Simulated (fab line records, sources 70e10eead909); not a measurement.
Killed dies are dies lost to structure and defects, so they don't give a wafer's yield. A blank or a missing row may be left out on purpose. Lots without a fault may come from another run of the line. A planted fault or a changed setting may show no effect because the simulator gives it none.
fab line records | flow nand_harc
record lots=12 wafers=36 last_day=34
route steps=1302 shown A_CHANNEL_HOLE_D1@477 A_CHANNEL_FILL_D1@492
lots that met no fault: from a run of the same line without faults
start_h: hours from the record's first day to the start of the lot's first wafer shown | wait_h: hours since the lot's step before | " the same as in the row above | L1.1+2: a row that stands for several wafers | - no value, or no start given | * or withheld: withheld | < > ~ a bound
route shown NAME@n: a module of which the file shows steps, and the number in the route of the first | usual: mean/standard deviation of fault-free wafers | same: alike in all rows | chamber/n: place in a boat | sites: the reading at each site | _std_site: their standard deviation | _edge_site: outer sites' mean less inner sites' | radius_mm: how far each site lies from the wafer's centre | mask NAME#n: copy n | behind: the tool/chamber that last shaped the wafer | hold: why the lot was held/for how many hours/how that ended | device: the transistor (n, p or np) that didn't switch | end of line: the same wafers' tests at the end of the route | a step without rows: its recipe alone | killed: dies lost to structure and defects at the first sort, not the wafer's yield | map: a wafer's dies, x killed, . not, _ none there
set.NAME: the setting as run; set.NAME@STEP: as run at that earlier step | model.NAME: the simulator's own value behind a step, which no gauge read
steps of the route over a sample of lots; a table a step, a row a wafer
services: from which hour (start_h, from the record's first day; less than 0 if before it) a tool's chamber was out of use, for how many hours, and why
## steps
# step NHARC_A_CHANNEL_HOLE_D1_ETCH_25
# recipe bias_v=5000 source_w=withheld pressure_mtorr=20 time_s=1040.2 ar_flow_sccm=375 c4f8_flow_sccm=93.8 o2_flow_sccm=31.2 temp_c=-20 target_depth_a=15000 chemistry=C4F8/O2/Ar
# usual drypump_motor_current_A=5.5/0.42 showerhead_plenum_p_Torr=3.62/0.11 throttle_valve_pct=32.235/0.0092
# columns lot.wafer tool chamber start_h wait_h drypump_motor_current_A rf_hours_counter_h showerhead_plenum_p_Torr throttle_valve_pct
L850.2 har_etch-02 0 188.75 0.6 5.9 289 3.77 32.228
L850.3 " 0 " " 5.9 - 3.77 32.225
L850.6 " 0 " " 5.9 - 3.77 32.247
L851.2 har_etch-02 0 206.86 0.6 5.9 300 3.76 32.243
L851.1 " 1 " " 4.9 300 3.53 32.226
L851.3 " 1 " " 4.9 - 3.53 32.231
L853.2 har_etch-01 0 225.05 0.7 5.3 114 3.54 32.229
L853.4 " 0 " " 5.3 - 3.54 32.223
L853.6 " 0 " " 5.3 - 3.54 32.237
L855.1 har_etch-02 0 246.06 0.6 5.9 330 3.74 32.232
L855.2 " 1 " " 4.9 330 3.52 32.226
L855.6 " 1 " " 4.9 - 3.52 32.220
L856.1 har_etch-02 1 257.01 0.6 4.9 334 3.52 32.229
L856.4 " 1 " " 4.9 - 3.52 32.252
L856.3 " 0 " " 5.9 - 3.74 32.222
L857.4 har_etch-01 1 264.52 0.7 5.9 - 3.70 32.227
L857.6 " 1 " " 5.9 - 3.70 32.225
L857.5 " 0 " " 5.3 - 3.53 32.243
L859.2 har_etch-02 1 290.38 0.7 4.9 353 3.51 32.230
L859.6 " 0 " " 5.9 - 3.73 32.246
L859.5 " 1 " " 5.0 - 3.51 32.243
L861.1 har_etch-02 1 316.62 0.7 5.0 368 3.50 32.240
L861.3 " 0 " " 5.9 - 3.72 32.234
L861.6 " 0 " " 5.9 - 3.72 32.242
L864.2 har_etch-02 0 341.45 0.7 5.9 380 3.72 32.235
L864.4 " 1 " " 4.9 - 3.49 32.232
L864.3 " 0 " " 5.9 - 3.72 32.232
L868.4 har_etch-01 1 380.34 0.7 5.9 - 3.67 32.223
L868.3 " 0 " " 5.3 - 3.49 32.234
L868.5 " 1 " " 5.9 - 3.67 32.218
L871.1 har_etch-01 0 405.95 0.6 5.3 228 3.48 32.241
L871.2 " 1 " " 5.9 228 3.66 32.241
L871.5 " 1 " " 5.9 - 3.66 32.240
L872.2 har_etch-01 0 410.13 0.6 5.3 232 3.48 32.235
L872.4 " 0 " " 5.3 - 3.48 32.229
L872.6 " 0 " " 5.3 - 3.48 32.231
# step NHARC_A_CHANNEL_HOLE_D1_STRIP_27
# recipe o2_flow_sccm=500 ar_flow_sccm=0 bias_w=0 chemistry=O2
# usual drypump_motor_current_A=5.9/0.49 oes_product_au=0.996/0.011 rf_vpp_V=57.8/0.87 showerhead_plenum_p_Torr=3.53/0.12 throttle_valve_pct=17.038/0.0086
# columns lot.wafer tool chamber start_h wait_h drypump_motor_current_A oes_product_au rf_hours_counter_h rf_vpp_V showerhead_plenum_p_Torr throttle_valve_pct
L850.3 rie_diel-06 1 - - 5.7 1.006 5 56.9 3.68 17.038
L850.2 " 0 " " 5.9 0.995 5 57.7 3.59 17.023
L850.6 " 1 " " 5.7 1.005 - 57.8 3.68 17.030
L851.2 rie_diel-06 0 - - 5.9 1.007 6 57.1 3.59 17.048
L851.3 " 1 " " 5.7 1.006 6 58.0 3.68 17.035
L851.1 " 2 " " 6.7 0.994 6 57.8 3.38 17.048
L853.2 rie_diel-06 1 - - 5.7 1.009 8 58.1 3.68 17.033
L853.4 " 3 " " 5.9 1.005 5 56.3 3.49 17.024
L853.6 " 0 " " 5.9 0.998 - 58.4 3.59 17.020
L855.1 rie_diel-06 2 - - 6.7 0.980 9 58.1 3.38 17.045
L855.2 " 1 " " 5.7 1.007 10 57.2 3.68 17.039
L855.6 " 3 " " 5.9 1.014 - 57.7 3.49 17.034
L856.1 rie_diel-06 1 - - 5.7 1.009 11 58.6 3.68 17.034
L856.3 " 3 " " 5.9 0.998 7 58.2 3.49 17.036
L856.4 " 0 " " 5.9 1.013 11 57.7 3.59 17.059
L857.5 rie_diel-05 0 - - 5.4 0.998 - 58.0 3.61 17.028
L857.4 " 1 " " 5.3 1.002 - 58.1 3.41 17.051
L857.6 " 2 " " 6.7 1.009 - 58.1 3.51 17.033
L859.2 rie_diel-06 1 - - 5.7 0.997 15 58.7 3.68 17.036
L859.5 " 0 " " 5.9 1.011 - 57.9 3.59 17.036
L859.6 " 1 " " 5.7 0.998 - 57.8 3.68 17.028
L861.1 rie_diel-06 0 - - 5.9 0.979 0 57.7 3.59 17.033
L861.3 " 2 " " 6.7 1.003 0 56.5 3.38 17.041
L861.6 " 1 " " 5.7 0.994 - 56.8 3.68 17.033
L864.4 rie_diel-06 2 - - 6.7 0.980 2 56.8 3.37 17.049
L864.3 " 3 " " 5.9 0.986 2 57.2 3.48 17.031
L864.2 " 0 " " 5.9 0.985 2 57.4 3.59 17.030
L868.4 rie_diel-06 1 - - 5.7 0.995 6 59.4 3.67 17.034
L868.3 " 2 " " 6.7 0.983 7 57.2 3.37 17.031
L868.5 " 1 " " 5.7 1.005 - 59.0 3.67 17.044
L871.2 rie_diel-06 3 - - 5.9 0.999 10 57.1 3.48 17.035
L871.1 " 0 " " 5.9 0.986 9 57.5 3.58 17.045
L871.5 " 2 " " 6.7 0.977 - 59.1 3.37 17.036
L872.2 rie_diel-06 3 - - 5.9 0.999 10 57.3 3.48 17.028
L872.4 " 3 " " 5.9 1.010 - 58.1 3.48 17.034
L872.6 " 0 " " 5.9 0.999 - 58.0 3.58 17.048
# step NHARC_A_CHANNEL_FILL_D1_ALD_02
# recipe target_thk_a=60 pulse_time_s=10 ald_cycles=60 temp_c=300 material=SiO2
# usual ald_cycles=60/0 heater_power_w=474/63 precursor_pulse_height_rel=0.999/0.021
# columns lot.wafer tool chamber start_h wait_h ald_cycles heater_power_w precursor_pulse_height_rel
L850.3 ald_hk-02 3 191.90 - 60 522 0.977
L850.2 " 2 " " 60 594 0.987
L850.6 " 0 " " 60 421 0.954
L851.2 ald_hk-02 0 209.86 - 60 421 0.995
L851.1 " 1 " " 60 425 1.018
L851.3 " 3 " " 60 519 1.005
L853.4 ald_hk-02 2 227.98 - 60 601 1.008
L853.2 " 3 " " 60 529 0.992
L853.6 " 2 " " 60 597 1.017
L855.2 ald_hk-04 1 250.19 - 60 430 0.974
L855.1 " 2 " " 60 383 0.999
L855.6 " 2 " " 60 400 1.027
L856.3 ald_hk-03 0 259.98 - 60 384 1.004
L856.1 " 2 " " 60 474 0.968
L856.4 " 3 " " 60 467 1.003
L857.4 ald_hk-04 0 267.54 - 60 504 1.000
L857.6 " 2 " " 60 387 1.006
L857.5 " 3 " " 60 493 0.975
L859.2 ald_hk-02 2 293.61 - 60 583 0.976
L859.5 " 3 " " 60 522 0.993
L859.6 " 0 " " 60 411 1.057
L861.3 ald_hk-03 2 319.49 - 60 471 1.022
L861.1 " 3 " " 60 489 0.984
L861.6 " 3 " " 60 473 1.007
L864.4 ald_hk-02 2 344.32 - 60 604 1.036
L864.3 " 3 " " 60 536 1.046
L864.2 " 0 " " 44 401 1.022
L868.4 ald_hk-04 0 383.13 - 60 489 1.034
L868.3 " 2 " " 60 398 0.993
L868.5 " 3 " " 60 497 1.019
L871.2 ald_hk-02 0 409.16 - 60 407 0.996
L871.1 " 1 " " 60 434 1.010
L871.5 " 1 " " 60 423 1.005
L872.2 ald_hk-03 0 413.31 - 60 396 0.947
L872.4 " 3 " " 60 502 1.034
L872.6 " 1 " " 60 472 0.971
# step NHARC_A_CHANNEL_FILL_D1_ETCHBACK_20
# recipe target_depth_a=270 time_s=13.5 c4f8_flow_sccm=withheld o2_flow_sccm=8 ar_flow_sccm=withheld rf_w=600 bias_w=1500 chemistry=C4F8/O2/Ar
# usual oes_product_au=0.96/0.035 rf_fwd_power_W=587/3.1 rf_vpp_V=979/6.2
# columns lot.wafer tool chamber start_h wait_h oes_product_au rf_fwd_power_W rf_hours_counter_h rf_vpp_V
L850.3 rie_diel-01 0 217.44 - 1.02 585 1 987
L850.2 " 2 " " 1.02 586 1 977
L850.6 " 0 " " 1.02 586 - 984
L851.2 rie_diel-03 2 237.44 - 0.93 586 10 986
L851.1 " 3 " " 0.93 586 9 984
L851.3 " 0 " " 0.91 584 9 984
L853.4 rie_diel-03 1 252.17 - 1.01 586 10 975
L853.2 " 0 " " 0.98 589 10 984
L853.6 " 1 " " 1.01 586 - 975
L855.2 rie_diel-08 2 274.82 - 0.92 585 3 979
L855.1 " 0 " " 0.93 588 3 969
L855.6 " 2 " " 0.91 585 - 980
L856.4 rie_diel-08 1 285.25 - 0.93 592 4 969
L856.1 " 2 " " 0.90 586 4 979
L856.3 " 3 " " 0.92 586 4 971
L857.4 rie_diel-01 3 292.70 - 0.98 592 5 985
L857.5 " 1 " " 0.99 582 - 982
L857.6 " 2 " " 1.01 587 - 976
L859.2 rie_diel-08 0 317.63 - 0.93 591 6 969
L859.5 " 0 " " 0.93 590 - 969
L859.6 " 1 " " 0.92 594 - 969
L861.1 rie_diel-03 0 343.66 - 1.01 587 3 985
L861.3 " 2 " " 1.00 583 4 985
L861.6 " 1 " " 0.97 585 - 975
L864.4 rie_diel-03 0 368.66 - 0.98 585 4 984
L864.2 " 1 " " 0.97 587 5 974
L864.3 " 2 " " 0.98 584 4 987
L868.4 rie_diel-03 1 408.32 - 0.92 585 7 974
L868.3 " 3 " " 0.91 586 7 983
L868.5 " 2 " " 0.93 584 - 987
L871.1 rie_diel-08 2 431.77 - 0.98 583 3 980
L871.2 " 3 " " 0.99 587 2 970
L871.5 " 2 " " 0.98 584 - 978
L872.4 rie_diel-03 1 438.74 - 0.91 584 9 975
L872.2 " 2 " " 0.93 586 8 985
L872.6 " 0 " " 0.93 583 - 982
## services
# columns tool chamber start_h hours kind
ald_hk-02 - 174.44 10.0 pm
rie_diel-06 2 177.92 1.8 repair
ald_hk-02 - 185.54 1.1 repair
rie_diel-03 3 191.86 1.6 repair
rie_diel-03 1 194.16 2.6 repair
ald_hk-02 - 211.96 1.4 repair
ald_hk-02 - 243.17 2.5 repair
rie_diel-03 - 243.59 0.1 repair
rie_diel-03 - 254.66 0.1 repair
rie_diel-03 3 266.46 11.2 repair
rie_diel-03 - 281.30 9.0 pm
rie_diel-06 3 291.71 6.7 repair
rie_diel-03 3 304.22 4.9 repair
rie_diel-03 - 306.85 1.1 repair
rie_diel-06 - 307.21 9.0 pm
rie_diel-03 0 344.85 2.5 repair
ald_hk-02 - 352.44 10.0 pm
rie_diel-03 2 353.58 9.0 repair
har_etch-02 - 380.15 17.0 pm
rie_diel-03 1 387.70 4.8 repair
rie_diel-03 2 391.66 4.7 repair
rie_diel-06 1 403.52 15.9 repair
rie_diel-06 2 418.61 2.5 repair
rie_diel-06 0 438.61 1.3 repair
## key
first_sign step=NHARC_A_CHANNEL_FILL_D1_ALD_02 reading=ald_cycles direction=down sigmas=99+ usual=60 struck=44
effect none on later readings
met_at NHARC_A_CHANNEL_FILL_D1_ALD_02
struck_lots L864
struck_wafers L864.2
tester_left_out L864
not_acting_at NHARC_A_CHANNEL_HOLE_D1_ETCH_25,NHARC_A_CHANNEL_HOLE_D1_STRIP_27,NHARC_A_CHANNEL_FILL_D1_ETCHBACK_20
onset_between 293.61 344.32
fault kind=process_parameter_drift tool=ald_hk-02 chamber=- onset_h=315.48 steps=NHARC_A_CHANNEL_FILL_D1_ALD_02 channel=ald_cycles offset=-16 shape=step end_h=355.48 scope=struck_wafers_only acts_in=these_recipes_only stated=60
# tester_left_out: of these lots the tester's yield and bins aren't shown, on N5 and GAA mostly nor the transistor test; their killed dies are dies lost to structure and defects alone, not to doping, threshold or leakage, so they don't give the yield
